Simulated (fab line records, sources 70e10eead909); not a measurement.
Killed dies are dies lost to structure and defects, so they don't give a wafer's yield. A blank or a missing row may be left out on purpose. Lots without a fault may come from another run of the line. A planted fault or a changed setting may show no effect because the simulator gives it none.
Chamber matching | flow nand_harc | NHARC_A_CHANNEL_FILL_D1_ALD_25 on ald_hk-01: 4 sister chambers
The step deposits SiOx, target thk 60 nm, pulse time 10 s, ald cycles 600. 8 wafers are shown with their chamber, then 8 later ones without.

WAFERS WITH THEIR CHAMBER
wafer  | chamber | heater_power_w (W) | susceptor_temp_C (C)
L083.1 | 2       | 483                | 299.72
L083.6 | 3       | 508                | 300.19
L084.5 | 3       | 494                | 299.90
L084.6 | 0       | 405                | 299.71
L087.1 | 1       | 484                | 299.45
L087.2 | 0       | 396                | 299.87
L087.6 | 1       | 491                | 299.70
L088.1 | 2       | 491                | 299.79

WAFERS WITHOUT THEIR CHAMBER
wafer  | heater_power_w (W) | susceptor_temp_C (C)
L088.3 | 501                | 299.74
L088.5 | 491                | 299.65
L090.1 | 511                | 299.63
L090.2 | 383                | 300.11
L090.4 | 493                | 299.92
L093.1 | 405                | 299.73
L093.2 | 506                | 300.09
L093.3 | 494                | 300.05

WHICH CHAMBER EACH WENT THROUGH
wafer  | from the rows above          | in truth
L088.3 | can't be placed: 2 or 3 or 1 | 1
L088.5 | can't be placed: 1 or 2      | 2
L090.1 | can't be placed: 3 or 1 or 2 | 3
L090.2 | 0                            | 0
L090.4 | can't be placed: 2 or 3 or 1 | 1
L093.1 | 0                            | 0
L093.2 | 3                            | 3
L093.3 | can't be placed: 3 or 2      | 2
Placed correctly: 3 of 8. Can't be placed from these rows: 5 (the true chamber is among the candidates in 5). Placed wrongly: 0.
How it was worked out, from the rows above alone: a wafer's distance from a chamber is the root of the sum, over the readings, of the square of ((its reading less the chamber's mean) divided by the reading's scatter). The wafer belongs to the nearest chamber; if the next one is less than 2 further off, it can't be placed. A chamber's mean is the mean of its shown wafers. The scatter: the root of (the sum of the squares of (reading less its chamber's mean) over the shown wafers, divided by (wafers less chambers)).
